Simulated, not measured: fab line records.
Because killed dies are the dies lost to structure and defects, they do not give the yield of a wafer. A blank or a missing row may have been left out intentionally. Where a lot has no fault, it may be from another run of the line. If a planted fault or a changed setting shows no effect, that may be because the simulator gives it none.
The tool behind it: which one? -- flow nand_harc -- Sampling: 22 lots, 66 wafers, 6 of 1159 route steps

== WHAT THE GAUGES READ, wafer by wafer ==
No reading from a measuring or inspecting step in the record can be judged against a usual standard deviation.

== TOOL THAT RAN EACH LOT (tool first, then ch and the chambers of the sampled wafers, then the start) ==
lot,NHARC_P_M2_ANNEAL_31,NHARC_P_BONDPAD_ACTIVATE_29,NHARC_A_CHANNEL_HOLE_D1_ETCH_16,NHARC_A_CHANNEL_HOLE_D1_ETCH_25,NHARC_A_CHANNEL_HOLE_D1_STRIP_27,NHARC_A_CHANNEL_FILL_D1_STRIP_28
L075,"rtp_anneal-02 ch 0, day 6 14:56","rie_diel-10 ch 0,2,3, day 6 20:32","rie_diel-09 ch 1,2,3, day 8 21:34 or earlier","har_etch-01 ch 0,1, day 8 21:34","rie_diel-01 ch 0,1,3, day 9 23:37 or earlier","rie_diel-06 ch 0,1,2, day 9 23:37"
L074,"rtp_anneal-02 ch 0, day 6 15:35","rie_diel-10 ch 1,2,3, day 6 21:10","rie_diel-01 ch 0,2,3, day 8 20:24 or earlier","har_etch-02 ch 0,1, day 8 20:24","rie_diel-08 ch 0,1,3, day 9 23:37 or earlier","rie_diel-12 ch 0,1,3, day 9 23:37"
L077,"rtp_anneal-02 ch 0, day 6 18:37","rie_diel-10 ch 0,3, day 7 00:13","rie_diel-01 ch 0,1,2, day 9 00:35 or earlier","har_etch-02 ch 0,1, day 9 00:35","rie_diel-08 ch 2,3, day 10 03:58 or earlier","rie_diel-12 ch 0,1,3, day 10 03:58"
L076,"rtp_anneal-01 ch 0, day 6 23:34","rie_diel-10 ch 0,1,3, day 7 05:04","rie_diel-08 ch 1,2,3, day 9 05:06 or earlier","har_etch-01 ch 0,1, day 9 05:06","rie_diel-01 ch 0,1, day 10 08:37 or earlier","rie_diel-06 ch 0,1, day 10 08:37"
L078,"rtp_anneal-02 ch 0, day 7 05:13","rie_diel-10 ch 0,2, day 7 10:34","rie_diel-01 ch 1,2,3, day 9 09:25 or earlier","har_etch-01 ch 0, day 9 09:25","rie_diel-08 ch 1,2, day 10 13:47 or earlier","rie_diel-06 ch 0,2, day 10 13:47"
L079,"rtp_anneal-02 ch 0, day 7 05:50","rie_diel-10 ch 0,1,3, day 7 11:34","rie_diel-09 ch 1,3, day 9 06:42 or earlier","har_etch-02 ch 0,1, day 9 06:42","rie_diel-09 ch 2,3, day 10 08:37 or earlier","rie_diel-12 ch 0,2,3, day 10 08:37"
L082,"rtp_anneal-01 ch 0, day 8 03:38","rie_diel-13 ch 0,1,2, day 8 09:04","rie_diel-09 ch 2,3, day 10 18:34 or earlier","har_etch-02 ch 0,1, day 10 18:34","rie_diel-09 ch 1,2, day 11 22:29 or earlier","rie_diel-12 ch 0,1, day 11 22:29"
L081,"rtp_anneal-02 ch 0, day 8 04:23","rie_diel-13 ch 1,2,3, day 8 09:57","rie_diel-08 ch 2,3, day 10 05:53 or earlier","har_etch-01 ch 0,1, day 10 05:53","rie_diel-09 ch 1,2,3, day 11 10:20 or earlier","rie_diel-12 ch 1,2,3, day 11 10:20"
L080,"rtp_anneal-01 ch 0, day 8 04:50","rie_diel-13 ch 0,2,3, day 8 10:17","rie_diel-09 ch 1,2,3, day 10 10:39 or earlier","har_etch-01 ch 0,1, day 10 10:39","rie_diel-08 ch 0,1,2, day 11 16:50 or earlier","rie_diel-12 ch 0,1,2, day 11 16:50"
L083,"rtp_anneal-01 ch 0, day 8 13:13","rie_diel-13 ch 1,2,3, day 8 19:28","rie_diel-09 ch 0,1,3, day 10 16:22 or earlier","har_etch-01 ch 0,1, day 10 16:22","rie_diel-09 ch 0,1,3, day 11 16:50 or earlier","rie_diel-06 ch 1,2,3, day 11 16:50"
L084,"rtp_anneal-01 ch 0, day 8 21:50","rie_diel-13 ch 1,2,3, day 9 03:32","rie_diel-08 ch 0,1,2, day 10 23:41 or earlier","har_etch-01 ch 0,1, day 10 23:41","rie_diel-08 ch 0,1,3, day 12 02:57 or earlier","rie_diel-03 ch 0,1,2, day 12 02:57"
L086,"rtp_anneal-01 ch 0, day 9 09:02","rie_diel-10 ch 0,3, day 9 14:25","rie_diel-08 ch 0,1,2, day 11 20:10 or earlier","har_etch-01 ch 0,1, day 11 20:10","rie_diel-08 ch 2,3, day 12 23:35 or earlier","rie_diel-06 ch 1,2,3, day 12 23:35"
L085,"rtp_anneal-01 ch 0, day 9 09:44","rie_diel-10 ch 0,2,3, day 9 15:40","rie_diel-01 ch 1,2,3, day 11 15:43 or earlier","har_etch-01 ch 0,1, day 11 15:43","rie_diel-08 ch 0,1,3, day 12 18:51 or earlier","rie_diel-03 ch 0,1,2, day 12 18:51"
L089,"rtp_anneal-01 ch 0, day 9 11:56","rie_diel-10 ch 0,1, day 9 17:27","rie_diel-09 ch 0,1,2, day 11 16:43 or earlier","har_etch-02 ch 0,1, day 11 16:43","rie_diel-08 ch 0,1,3, day 12 18:49 or earlier","rie_diel-12 ch 1,2, day 12 18:49"
L087,"rtp_anneal-02 ch 0, day 9 15:07","rie_diel-10 ch 0,1,3, day 9 20:55","rie_diel-08 ch 1,2,3, day 11 21:02 or earlier","har_etch-02 ch 0,1, day 11 21:02","rie_diel-01 ch 1,2,3, day 12 23:35 or earlier","rie_diel-03 ch 0,1, day 12 23:35"
L088,"rtp_anneal-02 ch 0, day 9 20:54","rie_diel-10 ch 0,1,3, day 10 03:10","rie_diel-08 ch 0,1,3, day 12 04:35 or earlier","har_etch-02 ch 0,1, day 12 04:35","rie_diel-08 ch 1,2,3, day 13 10:26 or earlier","rie_diel-12 ch 1,2,3, day 13 10:26"
L090,"rtp_anneal-01 ch 0, day 10 12:11","rie_diel-10 ch 0,1,3, day 10 17:38","rie_diel-09 ch 1,2,3, day 12 17:07 or earlier","har_etch-01 ch 0,1, day 12 17:07","rie_diel-01 ch 0,1,2, day 13 23:16 or earlier","rie_diel-06 ch 0,1, day 13 23:16"
L091,"rtp_anneal-01 ch 0, day 10 12:44","rie_diel-02 ch 0,1,3, day 10 18:09","rie_diel-08 ch 0,1,3, day 12 16:38 or earlier","har_etch-02 ch 0,1, day 12 16:38","rie_diel-08 ch 0,2,3, day 13 23:15 or earlier","rie_diel-12 ch 0,2,3, day 13 23:15"
L092,"rtp_anneal-01 ch 0, day 10 18:49","rie_diel-02 ch 0,2,3, day 11 00:18","rie_diel-09 ch 0,1, day 13 01:00 or earlier","har_etch-01 ch 0,1, day 13 01:00","rie_diel-01 ch 0,3, day 14 04:14 or earlier","rie_diel-12 ch 0,3, day 14 04:14"
L093,"rtp_anneal-02 ch 0, day 10 23:13","rie_diel-10 ch 0,1,2, day 11 04:52","rie_diel-08 ch 0,2, day 13 00:40 or earlier","har_etch-02 ch 1, day 13 00:40","rie_diel-08 ch 0,1,3, day 14 04:14 or earlier","rie_diel-06 ch 0,1,3, day 14 04:14"
L096,"rtp_anneal-02 ch 0, day 11 16:30","rie_diel-02 ch 0,3, day 11 21:49","rie_diel-01 ch 0,1, day 13 16:10 or earlier","har_etch-02 ch 0,1, day 13 16:10","rie_diel-01 ch 1,2, day 14 18:55 or earlier","rie_diel-12 ch 1,2, day 14 18:55"
L097,"rtp_anneal-02 ch 0, day 11 23:47","rie_diel-10 ch 0,1,3, day 12 05:22","rie_diel-09 ch 0,1,3, day 14 04:22 or earlier","har_etch-02 ch 0,1, day 14 04:22","rie_diel-09 ch 0,2,3, day 15 07:38 or earlier","rie_diel-12 ch 1,2, day 15 07:38"
- NHARC_P_M2_ANNEAL_31: time 90 s.
- NHARC_P_BONDPAD_ACTIVATE_29: chemistry N2, time 60 s.
- NHARC_A_CHANNEL_HOLE_D1_ETCH_16: etches the open film in O2/COS, target depth 3100 nm, time 806 s.
- NHARC_A_CHANNEL_HOLE_D1_ETCH_25: etches the open film in C4F8/O2/Ar, time 1040.2 s, target depth 1500 nm.
- NHARC_A_CHANNEL_HOLE_D1_STRIP_27: strips in O2.
- NHARC_A_CHANNEL_FILL_D1_STRIP_28: strips in O2, time 20 s.

== AS READ BY THE TOOLS THEMSELVES (means over the sampled wafers that have a number; for cases with no such wafer, the mark the record gives instead) ==
NHARC_P_M2_ANNEAL_31. Usual: anneal_temp_c 224.97 C, standard deviation 0.16; wafer_temp_C_max 226.2, standard deviation 0.34.
lot,tool,anneal_temp_c (C),wafer_temp_C_max,flag
L075,rtp_anneal-02,224.96,226.5,
L074,rtp_anneal-02,224.99,226.4,
L077,rtp_anneal-02,225.04,226.5,
L076,rtp_anneal-01,224.95,225.9,
L078,rtp_anneal-02,224.93,226.9,
L079,rtp_anneal-02,225.17,226.3,
L082,rtp_anneal-01,224.92,226.1,
L081,rtp_anneal-02,224.72,226.4,
L080,rtp_anneal-01,224.97,225.6,
L083,rtp_anneal-01,225.08,226.1,
L084,rtp_anneal-01,224.90,225.9,
L086,rtp_anneal-01,224.83,225.9,
L085,rtp_anneal-01,225.17,225.9,
L089,rtp_anneal-01,224.93,225.8,
L087,rtp_anneal-02,224.93,226.4,
L088,rtp_anneal-02,225.15,226.2,
L090,rtp_anneal-01,225.11,225.9,
L091,rtp_anneal-01,224.96,226.1,
L092,rtp_anneal-01,224.98,226.1,
L093,rtp_anneal-02,225.08,226.2,
L096,rtp_anneal-02,224.87,226.8,
L097,rtp_anneal-02,225.03,226.5,

NHARC_P_BONDPAD_ACTIVATE_29. Usual: drypump_motor_current_A 5.6 A, standard deviation 0.35; oes_product_au 0.999 a.u., standard deviation 0.0092; rf_vpp_V 63.8 V, standard deviation 0.95; showerhead_plenum_p_Torr 1.73 Torr, standard deviation 0.074.
lot,tool,drypump_motor_current_A (A),oes_product_au (a.u.),rf_vpp_V (V),showerhead_plenum_p_Torr (Torr),flag
L075,rie_diel-10,5.6,1.012,64.7,1.75,
L074,rie_diel-10,5.4,1.001,64.1,1.72,
L077,rie_diel-10,5.8,1.012,63.7,1.70,
L076,rie_diel-10,5.5,1.005,64.1,1.70,
L078,rie_diel-10,5.4,0.997,64.6,1.80,
L079,rie_diel-10,5.5,1.003,63.5,1.71,
L082,rie_diel-13,5.6,0.988,64.0,1.76,
L081,rie_diel-13,5.7,0.990,63.9,1.71,
L080,rie_diel-13,5.7,0.997,63.3,1.76,
L083,rie_diel-13,5.7,0.997,64.3,1.71,
L084,rie_diel-13,5.7,0.995,62.8,1.71,
L086,rie_diel-10,5.7,1.004,64.1,1.69,
L085,rie_diel-10,5.5,0.991,62.9,1.74,
L089,rie_diel-10,5.3,1.007,63.9,1.70,
L087,rie_diel-10,5.6,0.998,64.8,1.70,
L088,rie_diel-10,5.5,1.000,63.4,1.70,
L090,rie_diel-10,5.5,0.998,63.3,1.70,
L091,rie_diel-02,6.0,0.987,64.6,1.74,
L092,rie_diel-02,5.6,1.001,64.0,1.79,
L093,rie_diel-10,5.3,1.003,62.9,1.75,
L096,rie_diel-02,5.8,1.000,64.3,1.75,
L097,rie_diel-10,5.5,1.006,63.7,1.70,

NHARC_A_CHANNEL_HOLE_D1_ETCH_16. Usual: drypump_motor_current_A 5.7 A, standard deviation 0.55; oes_product_au 0.999 a.u., standard deviation 0.0094; rf_vpp_V 313.9 V, standard deviation 2.3; showerhead_plenum_p_Torr 3.11 Torr, standard deviation 0.15; throttle_valve_pct 28.329 %, standard deviation 0.0089.
lot,tool,drypump_motor_current_A (A),oes_product_au (a.u.),rf_vpp_V (V),showerhead_plenum_p_Torr (Torr),throttle_valve_pct (%),flag
L075,rie_diel-09,5.3,0.988,314.3,3.14,28.331,
L074,rie_diel-01,5.8,0.995,314.7,3.05,28.342,
L077,rie_diel-01,6.0,1.002,312.3,2.96,28.326,
L076,rie_diel-08,6.0,1.004,313.7,3.16,28.333,
L078,rie_diel-01,5.8,1.001,314.2,3.06,28.336,
L079,rie_diel-09,5.2,0.993,315.5,3.21,28.321,
L082,rie_diel-09,5.3,0.989,315.5,3.20,28.337,
L081,rie_diel-08,5.6,0.997,314.3,3.15,28.327,
L080,rie_diel-09,5.3,0.994,315.0,3.14,28.332,
L083,rie_diel-09,5.2,0.997,313.4,3.13,28.325,
L084,rie_diel-08,6.3,1.009,315.9,3.26,28.323,
L086,rie_diel-08,6.2,1.002,317.1,3.26,28.334,
L085,rie_diel-01,5.8,0.991,313.5,3.06,28.326,
L089,rie_diel-09,5.2,0.994,312.1,3.01,28.339,
L087,rie_diel-08,6.0,1.005,314.8,3.16,28.328,
L088,rie_diel-08,6.2,1.005,315.2,3.17,28.324,
L090,rie_diel-09,5.2,0.993,314.2,3.13,28.325,
L091,rie_diel-08,6.2,1.006,314.7,3.17,28.334,
L092,rie_diel-09,5.1,1.004,313.9,3.07,28.329,
L093,rie_diel-08,6.2,0.998,315.7,3.25,28.327,
L096,rie_diel-01,5.8,0.993,311.5,2.94,28.328,
L097,rie_diel-09,5.2,0.998,314.3,3.13,28.318,

NHARC_A_CHANNEL_HOLE_D1_ETCH_25. Usual: drypump_motor_current_A 5.5 A, standard deviation 0.42; he_backside_leak_sccm 5.4 sccm, standard deviation 0.4; showerhead_plenum_p_Torr 3.76 Torr, standard deviation 0.085; throttle_valve_pct 32.235 %, standard deviation 0.0081.
lot,tool,drypump_motor_current_A (A),he_backside_leak_sccm (sccm),showerhead_plenum_p_Torr (Torr),throttle_valve_pct (%),flag
L075,har_etch-01,5.1,5.9,3.76,32.230,
L074,har_etch-02,6.0,4.9,3.82,32.238,
L077,har_etch-02,5.8,4.9,3.84,32.233,
L076,har_etch-01,5.1,5.8,3.76,32.234,
L078,har_etch-01,5.0,5.7,3.81,32.230,
L079,har_etch-02,6.0,4.7,3.81,32.238,
L082,har_etch-02,5.9,5.1,3.83,32.228,
L081,har_etch-01,5.3,5.7,3.69,32.230,
L080,har_etch-01,5.1,5.7,3.75,32.234,
L083,har_etch-01,5.3,5.8,3.69,32.241,
L084,har_etch-01,5.1,5.8,3.74,32.242,
L086,har_etch-01,5.1,5.8,3.74,32.229,
L085,har_etch-01,5.1,5.8,3.74,32.245,
L089,har_etch-02,5.8,4.8,3.82,32.237,
L087,har_etch-02,5.8,4.8,3.82,32.237,
L088,har_etch-02,5.8,5.3,3.82,32.233,
L090,har_etch-01,5.1,6.0,3.73,32.236,
L091,har_etch-02,5.8,5.2,3.82,32.232,
L092,har_etch-01,5.1,5.9,3.73,32.235,
L093,har_etch-02,6.1,5.3,3.76,32.236,
L096,har_etch-02,5.8,5.2,3.81,32.235,
L097,har_etch-02,6.0,5.4,3.78,32.232,

NHARC_A_CHANNEL_HOLE_D1_STRIP_27. Usual: drypump_motor_current_A 5.8 A, standard deviation 0.54; oes_product_au 1.000 a.u., standard deviation 0.0096; rf_vpp_V 57.8 V, standard deviation 0.85; showerhead_plenum_p_Torr 3.51 Torr, standard deviation 0.17; throttle_valve_pct 17.036 %, standard deviation 0.0085.
lot,tool,drypump_motor_current_A (A),oes_product_au (a.u.),rf_vpp_V (V),showerhead_plenum_p_Torr (Torr),throttle_valve_pct (%),flag
L075,rie_diel-01,5.6,1.002,56.8,3.43,17.034,
L074,rie_diel-08,6.2,1.004,57.8,3.58,17.040,
L077,rie_diel-08,5.6,1.001,56.9,3.46,17.039,
L076,rie_diel-01,5.8,0.995,57.4,3.33,17.037,
L078,rie_diel-08,6.0,1.003,58.3,3.67,17.029,
L079,rie_diel-09,5.3,0.989,58.1,3.47,17.038,
L082,rie_diel-09,5.2,0.997,57.8,3.40,17.025,
L081,rie_diel-09,5.2,1.000,58.1,3.54,17.038,
L080,rie_diel-08,6.2,0.997,57.3,3.68,17.035,
L083,rie_diel-09,5.2,0.995,58.1,3.54,17.037,
L084,rie_diel-08,6.2,1.000,57.6,3.58,17.033,
L086,rie_diel-08,5.7,1.002,57.6,3.45,17.038,
L085,rie_diel-08,6.2,1.006,58.4,3.58,17.037,
L089,rie_diel-08,6.2,1.015,58.4,3.58,17.036,
L087,rie_diel-01,5.8,0.996,57.4,3.46,17.030,
L088,rie_diel-08,6.0,0.998,58.0,3.57,17.046,
L090,rie_diel-01,6.1,0.991,58.0,3.35,17.031,
L091,rie_diel-08,5.9,1.003,58.3,3.56,17.029,
L092,rie_diel-01,5.4,0.995,57.8,3.52,17.033,
L093,rie_diel-08,6.2,1.001,58.5,3.58,17.038,
L096,rie_diel-01,6.3,0.992,56.7,3.38,17.039,
L097,rie_diel-09,5.3,1.001,58.2,3.47,17.036,

NHARC_A_CHANNEL_FILL_D1_STRIP_28. Usual: drypump_motor_current_A 5.9 A, standard deviation 0.61; oes_product_au 0.998 a.u., standard deviation 0.0084; rf_vpp_V 57.5 V, standard deviation 0.86; showerhead_plenum_p_Torr 3.45 Torr, standard deviation 0.12; throttle_valve_pct 17.036 %, standard deviation 0.0088.
lot,tool,drypump_motor_current_A (A),oes_product_au (a.u.),rf_vpp_V (V),showerhead_plenum_p_Torr (Torr),throttle_valve_pct (%),flag
L075,rie_diel-06,5.4,0.997,57.3,3.38,17.028,
L074,rie_diel-12,6.0,0.999,57.4,3.43,17.034,
L077,rie_diel-12,6.0,0.995,57.4,3.43,17.028,
L076,rie_diel-06,5.3,0.998,57.2,3.46,17.040,
L078,rie_diel-06,5.7,0.993,57.9,3.46,17.045,
L079,rie_diel-12,6.2,0.993,56.7,3.41,17.033,
L082,rie_diel-12,6.5,0.999,57.0,3.41,17.034,
L081,rie_diel-12,5.9,0.996,57.5,3.48,17.033,
L080,rie_diel-12,6.4,0.997,57.7,3.46,17.027,
L083,rie_diel-06,5.5,1.004,57.5,3.42,17.042,
L084,rie_diel-03,5.9,1.000,57.4,3.53,17.036,
L086,rie_diel-06,5.6,0.994,58.3,3.42,17.028,
L085,rie_diel-03,5.9,1.001,57.5,3.53,17.039,
L089,rie_diel-12,6.5,0.995,58.1,3.50,17.032,
L087,rie_diel-03,6.1,0.999,57.4,3.39,17.043,
L088,rie_diel-12,6.0,0.995,57.3,3.48,17.043,
L090,rie_diel-06,5.0,1.003,57.5,3.38,17.040,
L091,rie_diel-12,6.2,0.994,57.8,3.41,17.040,
L092,rie_diel-12,5.8,0.993,57.1,3.39,17.039,
L093,rie_diel-06,5.4,1.008,57.7,3.49,17.040,
L096,rie_diel-12,6.2,0.992,57.2,3.52,17.040,
L097,rie_diel-12,6.2,0.991,57.7,3.52,17.040,

== THE ANSWER, worked out from the rows above alone ==
Rule: take the mean of a lot's wafers that have a number; if it is more than 3 standard deviations from the usual mean, the lot is off. Also off: a lot with no number at a reading for which 4 or more lots have one. The other lots that the step has rows for count as sound. The gauges are gone through in route order, then the tools' own readings, and for those a lot's mean is taken as printed above. At the first step where some lot is off, the reading lying furthest off is the one used; lots without a number count as furthest.
Across all readings shown, no lot is off: no conclusion can be drawn from this.

== WHAT THE SIMULATOR HAD INSERTED ==
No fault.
